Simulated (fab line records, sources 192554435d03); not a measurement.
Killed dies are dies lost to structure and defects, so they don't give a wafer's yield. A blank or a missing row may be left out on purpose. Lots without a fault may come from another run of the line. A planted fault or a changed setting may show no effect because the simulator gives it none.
fab line records | flow n5_finfet
record lots=24 wafers=72 last_day=20
route steps=1938 shown BEOL_M12@1622 BEOL_M13@1691
lots that met no fault: from a run of the same line without faults
start_h: hours from the record's first day to the start of the lot's first wafer shown | wait_h: hours since the lot's step before | " the same as in the row above | L1.1+2: a row that stands for several wafers | - no value, or no start given | * or withheld: withheld | < > ~ a bound
route shown NAME@n: a module of which the file shows steps, and the number in the route of the first | usual: mean/standard deviation of fault-free wafers | same: alike in all rows | chamber/n: place in a boat | sites: the reading at each site | _std_site: their standard deviation | _edge_site: outer sites' mean less inner sites' | radius_mm: how far each site lies from the wafer's centre | mask NAME#n: copy n | behind: the tool/chamber that last shaped the wafer | hold: why the lot was held/for how many hours/how that ended | device: the transistor (n, p or np) that didn't switch | end of line: the same wafers' tests at the end of the route | a step without rows: its recipe alone | killed: dies lost to structure and defects at the first sort, not the wafer's yield | map: a wafer's dies, x killed, . not, _ none there
set.NAME: the setting as run; set.NAME@STEP: as run at that earlier step | model.NAME: the simulator's own value behind a step, which no gauge read
steps of the route over a sample of lots; a table a step, a row a wafer
services: from which hour (start_h, from the record's first day; less than 0 if before it) a tool's chamber was out of use, for how many hours, and why
## steps
# step N5_BEOL_M12_CD_MEAS_17
# recipe target_cd_nm=140 polarity=opening
# usual cd_nm=141.0/1.5
# columns lot.wafer tool chamber start_h wait_h cd_nm
L074.3 cd_sem-03 - 270.32 0.0 141.1
L074.4 " - " " 141.7
L074.5 " - " " 144.1
L075.2 cd_sem-01 - 302.96 0.0 139.6
L075.4 " - " " 138.9
L075.6 " - " " 139.5
L076.1 cd_sem-01 - 310.85 0.0 138.1
L076.4 " - " " 140.2
L076.6 " - " " 139.1
L077.1 cd_sem-03 - 316.12 0.0 141.0
L077.2 " - " " 141.2
L077.5 " - " " 138.0
L078.1 cd_sem-01 - 325.44 0.0 142.6
L078.3 " - " " 142.2
L078.4 " - " " 144.5
L080.1 cd_sem-02 - 332.82 0.0 142.2
L080.2 " - " " 145.7
L080.5 " - " " 143.6
L081.1 cd_sem-03 - 336.05 0.0 141.6
L081.3 " - " " 140.6
L081.4 " - " " 140.7
L083.1 cd_sem-02 - 338.44 0.0 140.2
L083.5 " - " " 141.3
L083.6 " - " " 140.7
L082.3 cd_sem-02 - 345.65 0.0 139.8
L082.5 " - " " 140.7
L082.6 " - " " 141.9
L084.3 cd_sem-02 - 346.42 0.0 142.5
L084.5 " - " " 140.8
L084.6 " - " " 141.6
L086.2 cd_sem-01 - 358.09 0.0 141.9
L086.3 " - " " 138.1
L086.6 " - " " 141.4
L092.2 cd_sem-02 - 359.11 0.0 141.1
L092.3 " - " " 142.7
L092.4 " - " " 141.8
L085.3 cd_sem-01 - 361.92 0.0 140.3
L085.4 " - " " 141.9
L085.6 " - " " 138.5
L088.3 cd_sem-02 - 376.39 0.0 141.4
L088.5 " - " " 139.6
L088.6 " - " " 140.8
L087.3 cd_sem-01 - 382.86 0.0 141.1
L087.4 " - " " 141.8
L087.6 " - " " 140.5
L089.2 cd_sem-02 - 383.04 0.0 144.6
L089.4 " - " " 141.8
L089.5 " - " " 141.9
L090.2 cd_sem-02 - 388.24 0.0 140.8
L090.4 " - " " 140.6
L090.5 " - " " 141.8
L091.1 cd_sem-01 - 388.72 0.0 141.5
L091.3 " - " " 140.7
L091.4 " - " " 139.9
L093.3 cd_sem-02 - 393.50 0.0 136.7
L093.5 " - " " 140.3
L093.6 " - " " 139.7
L097.1 cd_sem-02 - 422.60 0.0 141.3
L097.2 " - " " 140.3
L097.6 " - " " 143.5
L096.1 cd_sem-02 - 423.34 0.0 143.9
L096.3 " - " " 140.8
L096.6 " - " " 142.6
L079.1 cd_sem-01 - 423.61 0.0 137.7
L079.2 " - " " 140.8
L079.6 " - " " 140.6
L094.1 cd_sem-03 - 440.38 0.0 139.7
L094.2 " - " " 141.8
L094.6 " - " " 139.9
L095.1 cd_sem-02 - 445.37 0.0 142.6
L095.4 " - " " 144.4
L095.6 " - " " 141.7
# step N5_BEOL_M12_OCD_MEAS_35
# usual trench_depth_nm=319/4.5
# columns lot.wafer tool chamber start_h wait_h trench_depth_nm
L074.3 ocd-01 - 271.32 0.0 315
L074.4 " - " " 310
L074.5 " - " " 311
L075.2 ocd-02 - 303.90 0.0 319
L075.4 " - " " 318
L075.6 " - " " 319
L076.1 ocd-02 - 311.92 0.0 326
L076.4 " - " " 314
L076.6 " - " " 318
L077.1 ocd-02 - 317.05 0.0 317
L077.2 " - " " 317
L077.5 " - " " 320
L078.1 ocd-01 - 326.37 0.0 314
L078.3 " - " " 315
L078.4 " - " " 317
L080.1 ocd-01 - 333.93 0.0 321
L080.2 " - " " 320
L080.5 " - " " 319
L081.1 ocd-01 - 336.99 0.0 325
L081.3 " - " " 320
L081.4 " - " " 326
L083.1 ocd-01 - 339.56 0.0 317
L083.5 " - " " 314
L083.6 " - " " 316
L082.3 ocd-02 - 346.96 0.0 320
L082.5 " - " " 322
L082.6 " - " " 316
L084.3 ocd-02 - 347.44 0.0 318
L084.5 " - " " 320
L084.6 " - " " 324
L086.2 ocd-01 - 359.17 0.0 312
L086.3 " - " " 322
L086.6 " - " " 321
L092.2 ocd-01 - 360.23 0.0 326
L092.3 " - " " 319
L092.4 " - " " 312
L085.3 ocd-02 - 362.85 0.0 313
L085.4 " - " " 311
L085.6 " - " " 312
L088.3 ocd-01 - 377.45 0.0 319
L088.5 " - " " 319
L088.6 " - " " 314
L087.3 ocd-01 - 383.88 0.0 319
L087.4 " - " " 315
L087.6 " - " " 318
L089.2 ocd-01 - 384.02 0.0 321
L089.4 " - " " 312
L089.5 " - " " 321
L090.2 ocd-01 - 389.37 0.0 314
L090.4 " - " " 316
L090.5 " - " " 311
L091.1 ocd-02 - 389.65 0.0 320
L091.3 " - " " 324
L091.4 " - " " 313
L093.3 ocd-02 - 394.45 0.0 320
L093.5 " - " " 320
L093.6 " - " " 324
L097.1 ocd-02 - 423.79 0.0 312
L097.2 " - " " 317
L097.6 " - " " 318
L096.1 ocd-01 - 424.27 0.0 320
L096.3 " - " " 323
L096.6 " - " " 322
L079.1 ocd-01 - 424.66 0.0 321
L079.2 " - " " 318
L079.6 " - " " 316
L094.1 ocd-02 - 441.31 0.0 325
L094.2 " - " " 322
L094.6 " - " " 316
L095.1 ocd-01 - 446.43 0.0 317
L095.4 " - " " 317
L095.6 " - " " 323
# step N5_BEOL_M12_SPUTTER_43
# recipe material=TaN target_thk_a=150 temp_c=50 bias_v=168.6 power_w=15000 chamber_pressure_pa=0.12 time_s=24.19
# usual throttle_valve_pct=29.8/1.1
# columns lot.wafer tool chamber start_h wait_h throttle_valve_pct
L074.3 pvd_sputter-03 - 274.32 0.0 29.6
L074.4 " - " " 29.0
L074.5 " - " " 30.7
L075.2 pvd_sputter-03 - 306.38 0.0 30.6
L075.4 " - " " 29.1
L075.6 " - " " 30.7
L076.1 pvd_sputter-02 - 313.34 0.0 27.1
L076.4 " - " " 30.3
L076.6 " - " " 29.9
L077.1 pvd_sputter-02 - 318.34 0.0 27.2
L077.2 " - " " 30.1
L077.5 " - " " 27.3
L078.1 pvd_sputter-02 - 331.09 0.0 30.5
L078.3 " - " " 29.9
L078.4 " - " " 30.9
L080.1 pvd_sputter-03 - 334.55 0.0 29.5
L080.2 " - " " 28.9
L080.5 " - " " 29.5
L081.1 pvd_sputter-02 - 340.98 0.0 27.2
L081.3 " - " " 30.6
L081.4 " - " " 29.9
L083.1 pvd_sputter-02 - 341.60 0.0 30.0
L083.5 " - " " 27.3
L083.6 " - " " 30.2
L082.3 pvd_sputter-01 - 348.51 0.0 30.4
L082.5 " - " " 30.6
L082.6 " - " " 28.7
L084.3 pvd_sputter-03 - 350.37 0.0 30.8
L084.5 " - " " 31.1
L084.6 " - " " 28.9
L086.2 pvd_sputter-01 - 360.96 0.0 30.5
L086.3 " - " " 29.6
L086.6 " - " " 29.7
L092.2 pvd_sputter-03 - 363.13 0.0 31.4
L092.3 " - " " 28.8
L092.4 " - " " 30.7
L085.3 pvd_sputter-03 - 370.22 0.0 31.4
L085.4 " - " " 29.6
L085.6 " - " " 28.9
L088.3 pvd_sputter-03 - 380.22 0.0 30.7
L088.5 " - " " 30.6
L088.6 " - " " 31.0
L087.3 pvd_sputter-02 - 385.49 0.0 31.0
L087.4 " - " " 27.3
L087.6 " - " " 30.2
L089.2 pvd_sputter-03 - 385.97 0.0 31.2
L089.4 " - " " 30.6
L089.5 " - " " 30.9
L090.2 pvd_sputter-03 - 392.29 0.0 29.5
L090.4 " - " " 30.8
L090.5 " - " " 29.4
L091.1 pvd_sputter-02 - 398.01 0.0 30.1
L091.3 " - " " 27.2
L091.4 " - " " 30.0
L093.3 pvd_sputter-03 - 400.25 0.0 29.1
L093.5 " - " " 28.8
L093.6 " - " " 29.6
L097.1 pvd_sputter-01 - 425.42 0.0 30.5
L097.2 " - " " 29.6
L097.6 " - " " 28.6
L096.1 pvd_sputter-02 - 425.91 0.0 29.8
L096.3 " - " " 30.9
L096.6 " - " " 30.0
L079.1 pvd_sputter-03 - 425.91 0.0 30.7
L079.2 " - " " 31.2
L079.6 " - " " 31.0
L094.1 pvd_sputter-01 - 442.96 0.0 28.6
L094.2 " - " " 30.7
L094.6 " - " " 28.7
L095.1 pvd_sputter-02 - 449.04 0.0 29.9
L095.4 " - " " 27.5
L095.6 " - " " 30.9
# step N5_BEOL_M12_INSPECT_55
# recipe inspect_instrument=darkfield mode=post_dep
# usual raw_defect_count=72/24
# columns lot.wafer tool chamber start_h wait_h raw_defect_count
L074.3 defect_inspect-02 - 275.56 0.0 104
L074.4 " - " " 66
L074.5 " - " " 92
L075.2 defect_inspect-01 - 307.55 0.0 55
L075.4 " - " " 93
L075.6 " - " " 61
L076.1 defect_inspect-02 - 314.51 0.0 42
L076.4 " - " " 59
L076.6 " - " " 39
L077.1 defect_inspect-01 - 319.55 0.0 106
L077.2 " - " " 64
L077.5 " - " " 78
L078.1 defect_inspect-01 - 332.27 0.0 65
L078.3 " - " " 106
L078.4 " - " " 147
L080.1 defect_inspect-02 - 335.74 0.0 55
L080.2 " - " " 47
L080.5 " - " " 33
L081.1 defect_inspect-01 - 342.14 0.0 63
L081.3 " - " " 44
L081.4 " - " " 53
L083.1 defect_inspect-02 - 343.02 0.0 43
L083.5 " - " " 56
L083.6 " - " " 71
L082.3 defect_inspect-02 - 349.88 0.0 41
L082.5 " - " " 51
L082.6 " - " " 86
L084.3 defect_inspect-02 - 351.68 0.0 65
L084.5 " - " " 54
L084.6 " - " " 54
L086.2 defect_inspect-01 - 362.32 0.0 74
L086.3 " - " " 90
L086.6 " - " " 53
L092.2 defect_inspect-01 - 364.31 0.0 63
L092.3 " - " " 59
L092.4 " - " " 50
L085.3 defect_inspect-02 - 371.92 0.0 79
L085.4 " - " " 54
L085.6 " - " " 93
L088.3 defect_inspect-01 - 381.96 0.0 92
L088.5 " - " " 94
L088.6 " - " " 76
L087.3 defect_inspect-02 - 386.69 0.0 91
L087.4 " - " " 87
L087.6 " - " " 108
L089.2 defect_inspect-01 - 387.33 0.0 98
L089.4 " - " " 80
L089.5 " - " " 75
L090.2 defect_inspect-01 - 393.53 0.0 52
L090.4 " - " " 84
L090.5 " - " " 61
L091.1 defect_inspect-02 - 399.81 0.0 62
L091.3 " - " " 73
L091.4 " - " " 63
L093.3 defect_inspect-01 - 401.54 0.0 70
L093.5 " - " " 59
L093.6 " - " " 54
L097.1 defect_inspect-02 - 426.70 0.0 75
L097.2 " - " " 37
L097.6 " - " " 41
L096.1 defect_inspect-02 - 427.34 0.0 62
L096.3 " - " " 55
L096.6 " - " " 158
L079.1 defect_inspect-01 - 427.39 0.0 49
L079.2 " - " " 62
L079.6 " - " " 61
L094.1 defect_inspect-02 - 444.27 0.0 45
L094.2 " - " " 51
L094.6 " - " " 54
L095.1 defect_inspect-01 - 450.21 0.0 95
L095.4 " - " " 126
L095.6 " - " " 141
# step N5_BEOL_M13_INSPECT_30
# recipe mode=adi inspect_instrument=macro
# usual raw_defect_count=2.1/1.5
# columns lot.wafer tool chamber start_h wait_h raw_defect_count
L074.3 defect_inspect-02 - 277.06 0.0 3
L074.4 " - " " 2
L074.5 " - " " 3
L075.2 defect_inspect-01 - 309.16 0.0 3
L075.4 " - " " 1
L075.6 " - " " 0
L076.1 defect_inspect-01 - 317.45 0.0 2
L076.4 " - " " 1
L076.6 " - " " 3
L077.1 defect_inspect-01 - 321.05 0.0 1
L077.2 " - " " 1
L077.5 " - " " 2
L078.1 defect_inspect-01 - 334.01 0.0 2
L078.3 " - " " 2
L078.4 " - " " 3
L080.1 defect_inspect-02 - 337.69 0.0 2
L080.2 " - " " 3
L080.5 " - " " 1
L081.1 defect_inspect-02 - 343.76 0.0 1
L081.3 " - " " 1
L081.4 " - " " 1
L083.1 defect_inspect-01 - 344.64 0.0 4
L083.5 " - " " 0
L083.6 " - " " 0
L082.3 defect_inspect-02 - 351.74 0.0 3
L082.5 " - " " 3
L082.6 " - " " 1
L084.3 defect_inspect-02 - 353.30 0.0 1
L084.5 " - " " 3
L084.6 " - " " 1
L086.2 defect_inspect-01 - 363.95 0.0 4
L086.3 " - " " 4
L086.6 " - " " 1
L092.2 defect_inspect-01 - 365.93 0.0 0
L092.3 " - " " 1
L092.4 " - " " 3
L085.3 defect_inspect-01 - 373.64 0.0 1
L085.4 " - " " 1
L085.6 " - " " 1
L088.3 defect_inspect-02 - 383.45 0.0 3
L088.5 " - " " 4
L088.6 " - " " 4
L087.3 defect_inspect-02 - 388.56 0.0 6
L087.4 " - " " 1
L087.6 " - " " 2
L089.2 defect_inspect-02 - 389.24 0.0 1
L089.4 " - " " 3
L089.5 " - " " 2
L090.2 defect_inspect-01 - 395.20 0.0 6
L090.4 " - " " 2
L090.5 " - " " 1
L091.1 defect_inspect-01 - 401.85 0.0 4
L091.3 " - " " 0
L091.4 " - " " 2
L093.3 defect_inspect-02 - 403.35 0.0 1
L093.5 " - " " 2
L093.6 " - " " 2
L097.1 defect_inspect-02 - 428.31 0.0 1
L097.2 " - " " 3
L097.6 " - " " 2
L096.1 defect_inspect-02 - 429.08 0.0 4
L096.3 " - " " 1
L096.6 " - " " 0
L079.1 defect_inspect-01 - 429.25 0.0 1
L079.2 " - " " 5
L079.6 " - " " 1
L094.1 defect_inspect-02 - 445.83 0.0 2
L094.2 " - " " 2
L094.6 " - " " 4
L095.1 defect_inspect-02 - 451.83 0.0 3
L095.4 " - " " 3
L095.6 " - " " 1
# step N5_BEOL_M13_ETCH_67
# recipe chemistry=CF4 target=SiARC target_depth_a=1430 time_s=238.3 ion_energy_ev=80 pressure_mtorr=40 source_w=545 bias_w=36 Ar_flow_sccm=100 cf4_flow_sccm=100 ends=cleared
# usual bias_w=35.99/0.1 cf4_flow_sccm=100.01/0.29 drypump_motor_current_A=5.9/0.55 etch_rf_on_time_s=237/4.3 oes_product_au=0.67/0.063 rf_fwd_power_W=543.1/1.9 rf_vpp_V=183.9/1.2 showerhead_plenum_p_Torr=2.13/0.065 throttle_valve_pct=15.73/0.19
# columns lot.wafer tool chamber start_h wait_h bias_w cf4_flow_sccm drypump_motor_current_A etch_rf_on_time_s oes_product_au rf_fwd_power_W rf_hours_counter_h rf_vpp_V showerhead_plenum_p_Torr throttle_valve_pct
L074.3 rie_diel-06 0 277.13 0.0 36.04 99.64 6.4 236 0.59 544.1 248 184.6 2.20 16.05
L074.4 " 1 " " 36.10 100.42 5.2 234 0.82 543.1 8 184.5 2.18 15.34
L074.5 " 1 " " 36.05 100.27 5.2 234 0.81 542.8 - 183.7 2.18 15.35
L075.2 rie_diel-01 3 309.37 0.0 35.96 100.01 6.0 234 0.75 543.9 45 182.3 2.09 15.65
L075.4 " 1 " " 36.01 100.27 6.3 240 0.62 543.3 184 182.5 2.13 15.68
L075.6 " 3 " " 36.01 99.85 6.0 232 0.75 542.4 - 183.7 2.09 15.64
L076.1 rie_diel-01 2 317.52 0.0 36.01 100.30 6.4 228 0.72 542.1 58 186.1 2.26 15.81
L076.4 " 3 " " 35.82 100.12 6.0 232 0.74 542.0 47 183.5 2.09 15.67
L076.6 " 2 " " 36.01 99.98 6.4 227 0.73 544.8 - 184.4 2.26 15.82
L077.1 rie_diel-03 2 321.38 0.0 36.23 99.96 5.0 244 0.62 543.0 183 185.4 2.22 15.75
L077.2 " 0 " " 35.87 100.08 5.6 244 0.59 541.0 233 183.4 2.12 15.94
L077.5 " 0 " " 35.99 99.89 5.6 242 0.59 541.7 - 184.7 2.12 15.97
L078.1 rie_diel-06 1 334.08 0.0 36.06 99.59 5.2 236 0.77 544.4 27 183.9 2.18 15.40
L078.3 " 2 " " 36.09 100.17 6.4 241 0.62 543.6 195 182.2 2.05 15.78
L078.4 " 3 " " 35.89 100.22 5.2 241 0.66 542.7 99 184.9 2.15 15.86
L080.1 rie_diel-01 0 337.76 0.0 36.00 100.43 6.6 240 0.65 541.8 140 183.3 2.06 16.01
L080.2 " 1 " " 35.80 100.16 6.3 241 0.62 540.9 192 184.1 2.13 15.71
L080.5 " 3 " " 35.91 100.29 6.0 234 0.74 541.6 - 183.3 2.09 15.67
L081.1 rie_diel-06 3 343.83 0.0 36.04 100.30 5.2 239 0.66 539.0 103 183.3 2.15 15.88
L081.3 " 0 " " 35.88 100.02 6.4 232 0.79 543.5 13 184.4 2.19 15.58
L081.4 " 2 " " 35.83 100.62 6.4 239 0.63 541.1 198 183.3 2.05 15.79
L083.1 rie_diel-03 0 344.71 0.0 35.94 99.86 5.5 242 0.59 542.3 239 183.3 2.11 15.97
L083.5 " 0 " " 35.88 100.04 5.5 240 0.59 541.9 - 183.9 2.11 15.98
L083.6 " 3 " " 36.01 100.41 5.3 238 0.70 543.5 - 184.8 2.16 15.67
L082.3 rie_diel-03 3 351.94 0.0 36.11 99.91 5.4 242 0.70 540.3 87 184.5 2.16 15.67
L082.5 " 3 " " 35.92 99.81 5.4 241 0.71 541.6 - 185.6 2.16 15.66
L082.6 " 2 " " 35.99 100.35 5.0 245 0.62 544.1 - 184.9 2.22 15.78
L084.3 rie_diel-01 3 353.61 0.0 36.09 99.78 6.0 230 0.75 540.5 58 183.8 2.08 15.68
L084.5 " 1 " " 35.89 100.15 6.3 238 0.62 541.3 - 184.4 2.13 15.72
L084.6 " 0 " " 35.98 99.49 6.7 241 0.64 542.7 - 183.3 2.06 16.01
L086.2 rie_diel-01 2 364.52 0.0 36.16 100.17 6.4 232 0.71 546.9 72 186.3 2.26 15.85
L086.3 " 0 " " 35.91 100.12 6.6 240 0.64 542.7 149 183.0 2.06 16.00
L086.6 " 2 " " 36.08 99.83 6.4 231 0.71 547.1 - 185.5 2.26 15.85
L092.2 rie_diel-06 3 366.00 0.0 35.97 100.08 5.2 238 0.65 539.9 110 183.7 2.15 15.87
L092.3 " 1 " " 36.00 100.16 5.2 237 0.75 546.6 38 184.4 2.17 15.40
L092.4 " 2 " " 36.07 100.23 6.4 240 0.62 544.0 205 181.5 2.05 15.80
L085.3 rie_diel-01 3 373.71 0.0 35.87 99.89 6.0 234 0.73 543.4 65 183.2 2.08 15.68
L085.4 " 0 " " 36.14 99.41 6.6 241 0.64 544.1 152 183.8 2.06 16.02
L085.6 " 0 " " 36.00 99.85 6.6 242 0.63 543.4 - 183.4 2.06 16.03
L088.3 rie_diel-01 1 384.02 0.0 36.12 99.47 6.3 238 0.61 544.4 205 183.5 2.12 15.74
L088.5 " 0 " " 36.15 99.96 6.6 241 0.64 546.7 - 182.4 2.06 16.01
L088.6 " 1 " " 35.93 99.78 6.3 238 0.61 544.6 - 183.6 2.12 15.72
L087.3 rie_diel-03 1 388.74 0.0 36.04 99.85 6.1 233 0.60 542.9 207 183.9 2.04 15.38
L087.4 " 1 " " 36.00 100.76 6.1 234 0.60 544.1 - 183.3 2.04 15.38
L087.6 " 3 " " 35.96 100.26 5.3 238 0.69 542.7 - 184.2 2.15 15.72
L089.2 rie_diel-06 3 389.38 0.0 36.02 99.99 5.2 238 0.64 547.1 118 183.1 2.15 15.90
L089.4 " 2 " " 36.16 100.58 6.4 237 0.62 541.8 212 181.4 2.04 15.80
L089.5 " 2 " " 36.09 99.99 6.4 237 0.62 541.7 - 183.1 2.04 15.80
L090.2 rie_diel-03 3 395.27 0.0 35.85 100.24 5.4 241 0.69 542.2 100 184.6 2.15 15.71
L090.4 " 2 " " 35.84 99.99 5.0 246 0.60 540.3 - 183.9 2.21 15.80
L090.5 " 1 " " 36.11 99.97 6.1 235 0.59 546.2 - 183.5 2.04 15.36
L091.1 rie_diel-06 0 401.92 0.0 36.01 99.77 6.4 233 0.76 541.9 32 184.4 2.19 15.62
L091.3 " 2 " " 36.06 100.18 6.4 238 0.62 547.7 216 182.6 2.04 15.81
L091.4 " 3 " " 35.92 99.86 5.2 241 0.64 540.2 122 185.1 2.15 15.89
L093.3 rie_diel-01 0 403.42 0.0 35.90 99.46 6.6 241 0.63 540.1 160 182.4 2.06 16.05
L093.5 " 2 " " 35.90 99.92 6.4 233 0.70 545.3 - 184.7 2.25 15.87
L093.6 " 3 " " 35.95 100.30 6.0 232 0.73 545.5 - 183.2 2.08 15.71
L097.1 rie_diel-06 0 428.39 0.0 35.94 100.09 6.4 230 0.74 545.9 40 186.1 2.18 15.63
L097.2 " 1 " " 35.98 99.89 5.2 232 0.73 543.6 56 183.3 2.17 15.44
L097.6 " 0 " " 35.89 100.18 6.4 230 0.75 546.4 - 186.1 2.18 15.65
L096.1 rie_diel-03 0 429.63 0.0 35.94 100.37 5.5 239 0.81 545.1 7 182.6 2.11 15.50
L096.3 " 3 " " 35.98 99.96 5.4 242 0.68 543.0 110 184.5 2.15 15.72
L096.6 " 0 " " 36.13 100.09 5.6 237 0.81 543.9 - 184.3 2.11 15.52
L079.1 rie_diel-01 0 429.66 0.0 36.01 100.61 6.6 244 0.62 543.5 168 181.8 2.05 16.04
L079.2 " 1 " " 35.95 100.04 6.2 241 0.59 544.9 219 183.1 2.12 15.76
L079.6 " 0 " " 35.95 100.23 6.6 242 0.62 542.3 - 184.0 2.05 16.04
L094.1 rie_diel-03 2 445.89 0.0 35.80 100.15 5.0 242 0.60 542.2 221 184.4 2.20 15.83
L094.2 " 1 " " 35.99 99.94 6.1 234 0.59 543.3 224 182.9 2.03 15.40
L094.6 " 0 " " 35.91 99.97 5.5 238 0.79 543.9 - 184.5 2.11 15.52
L095.1 rie_diel-06 3 451.90 0.0 36.07 99.79 5.2 238 0.64 542.7 134 184.3 2.14 15.94
L095.4 " 2 " " 35.91 99.84 6.4 237 0.61 546.4 230 182.2 2.04 15.84
L095.6 " 3 " " 35.93 99.92 5.2 241 0.63 542.8 - 185.2 2.14 15.92
## services
# columns tool chamber start_h hours kind
rie_diel-06 3 281.08 5.0 repair
rie_diel-06 1 284.55 4.9 repair
rie_diel-06 0 289.47 - clean
rie_diel-06 0 289.47 - consumable_replace:focus_ring
rie_diel-06 0 289.47 12.7 scheduled_down
rie_diel-06 0 289.47 12.7 vent_cycle
rie_diel-03 - 293.56 16.0 repair
rie_diel-03 0 385.10 - clean
rie_diel-03 0 385.10 - consumable_replace:focus_ring
rie_diel-03 0 385.10 14.8 scheduled_down
rie_diel-03 0 385.10 14.8 vent_cycle
rie_diel-03 - 403.77 0.4 repair
pvd_sputter-03 - 415.65 1.7 repair
rie_diel-06 1 422.60 4.8 repair
rie_diel-06 3 441.09 5.5 repair
## key
fault none
